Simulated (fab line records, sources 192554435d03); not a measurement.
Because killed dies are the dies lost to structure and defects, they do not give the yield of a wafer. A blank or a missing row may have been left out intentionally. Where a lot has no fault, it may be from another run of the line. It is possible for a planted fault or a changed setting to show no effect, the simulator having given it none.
Matching of chambers :: flow n5_finfet :: 4 sister chambers for N5_MIM_TOP_ETCH_STRIP_01 on rie_diel-01
The step strips in O2. 4 wafers are shown with their chamber, then 9 later ones without.

== WAFERS WITH THEIR CHAMBER ==
wafer: L085.1
chamber: 0
throttle_valve_pct (%): 16.24

wafer: L086.5
chamber: 3
throttle_valve_pct (%): 16.76

wafer: L090.3
chamber: 2
throttle_valve_pct (%): 16.90

wafer: L090.5
chamber: 1
throttle_valve_pct (%): 16.83

== WAFERS WITHOUT THEIR CHAMBER ==
wafer: L092.1
throttle_valve_pct (%): 16.33

wafer: L092.3
throttle_valve_pct (%): 16.90

wafer: L092.4
throttle_valve_pct (%): 16.30

wafer: L095.1
throttle_valve_pct (%): 16.93

wafer: L095.2
throttle_valve_pct (%): 16.83

wafer: L095.4
throttle_valve_pct (%): 16.31

wafer: L094.2
throttle_valve_pct (%): 16.24

wafer: L094.3
throttle_valve_pct (%): 16.96

wafer: L094.5
throttle_valve_pct (%): 16.93

== CHAMBER TAKEN BY EACH ==
wafer: L092.1
from the rows above: 0
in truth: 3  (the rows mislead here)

wafer: L092.3
from the rows above: can't be placed: 2 or 1
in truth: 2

wafer: L092.4
from the rows above: 0
in truth: 0

wafer: L095.1
from the rows above: can't be placed: 2 or 1
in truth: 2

wafer: L095.2
from the rows above: can't be placed: 1 or 3 or 2
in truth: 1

wafer: L095.4
from the rows above: 0
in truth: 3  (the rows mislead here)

wafer: L094.2
from the rows above: 0
in truth: 0

wafer: L094.3
from the rows above: can't be placed: 2 or 1
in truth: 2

wafer: L094.5
from the rows above: can't be placed: 2 or 1
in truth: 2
2 of 9 placed correctly. Cannot be placed on the basis of these rows: 5; the candidates contain the true chamber in 5. Placed wrongly: 2.
How it was worked out, from the rows above alone: a wafer's distance from a chamber is the root of the sum, over the readings, of the square of ((its reading less the chamber's mean) divided by the reading's scatter). If the next closest chamber is less than 2 further off than the closest, the wafer can't be placed; otherwise it belongs to the closest. Each chamber's mean is taken over the wafers shown for it. The scatter: with one shown wafer a chamber, the root of the mean of the squares of how far each hidden wafer lies from its nearest shown one.
